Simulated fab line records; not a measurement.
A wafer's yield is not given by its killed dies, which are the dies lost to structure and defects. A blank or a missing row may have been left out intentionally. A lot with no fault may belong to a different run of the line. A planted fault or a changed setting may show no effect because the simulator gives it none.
Matching of chambers :: flow n5_finfet :: N5_GATE_CUT_SAC_CAP_01 on ald_sin-04: 4 sister chambers
The step material SiNx, target thk 24 nm, pulse time 1 s, ald cycles 480. 8 wafers are shown with their chamber, then 10 later ones without.

WAFERS, EACH WITH ITS CHAMBER
wafer: L086.3
chamber: 3
heater_power_w (W): 814
precursor_pulse_height_rel: 0.973

wafer: L090.2
chamber: 0
heater_power_w (W): 799
precursor_pulse_height_rel: 0.992

wafer: L090.5
chamber: 0
heater_power_w (W): 811
precursor_pulse_height_rel: 1.019

wafer: L091.1
chamber: 3
heater_power_w (W): 797
precursor_pulse_height_rel: 1.004

wafer: L091.3
chamber: 1
heater_power_w (W): 812
precursor_pulse_height_rel: 0.968

wafer: L091.5
chamber: 2
heater_power_w (W): 855
precursor_pulse_height_rel: 0.997

wafer: L092.2
chamber: 2
heater_power_w (W): 877
precursor_pulse_height_rel: 0.990

wafer: L092.4
chamber: 1
heater_power_w (W): 829
precursor_pulse_height_rel: 0.978

WAFERS WHOSE CHAMBER IS MISSING
wafer: L092.5
heater_power_w (W): 815
precursor_pulse_height_rel: 0.992

wafer: L094.2
heater_power_w (W): 815
precursor_pulse_height_rel: 1.008

wafer: L094.4
heater_power_w (W): 812
precursor_pulse_height_rel: 0.961

wafer: L094.6
heater_power_w (W): 839
precursor_pulse_height_rel: 0.992

wafer: L097.1
heater_power_w (W): 811
precursor_pulse_height_rel: 0.973

wafer: L097.2
heater_power_w (W): 873
precursor_pulse_height_rel: 1.008

wafer: L097.3
heater_power_w (W): 793
precursor_pulse_height_rel: 0.975

wafer: L097.4
heater_power_w (W): 834
precursor_pulse_height_rel: 0.976

wafer: L097.5
heater_power_w (W): 823
precursor_pulse_height_rel: 1.003

wafer: L097.6
heater_power_w (W): 879
precursor_pulse_height_rel: 1.033

CHAMBER TAKEN BY EACH
wafer: L092.5
from the rows above: can't be placed: 3 or 0 or 1
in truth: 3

wafer: L094.2
from the rows above: can't be placed: 0 or 3 or 1
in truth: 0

wafer: L094.4
from the rows above: can't be placed: 1 or 3 or 0
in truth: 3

wafer: L094.6
from the rows above: can't be placed: 1 or 2 or 3 or 0
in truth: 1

wafer: L097.1
from the rows above: can't be placed: 1 or 3 or 0
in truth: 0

wafer: L097.2
from the rows above: 2
in truth: 2

wafer: L097.3
from the rows above: can't be placed: 3 or 0 or 1
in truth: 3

wafer: L097.4
from the rows above: can't be placed: 1 or 3 or 2 or 0
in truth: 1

wafer: L097.5
from the rows above: can't be placed: 0 or 3 or 1
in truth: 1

wafer: L097.6
from the rows above: 2
in truth: 2
2 of 10 placed correctly. These rows do not allow placing 8 (true chamber among the candidates in 8). Placed wrongly: 0.
How it was worked out, from the rows above alone: a wafer's distance from a chamber is the root of the sum, over the readings, of the square of ((its reading less the chamber's mean) divided by the reading's scatter). If the next closest chamber is less than 2 further off than the closest, the wafer can't be placed; otherwise it belongs to the closest. A chamber's mean is the mean of its shown wafers. The scatter: take each reading less its chamber's mean, square it, sum over the shown wafers, divide by the number of wafers less the number of chambers, and take the root.
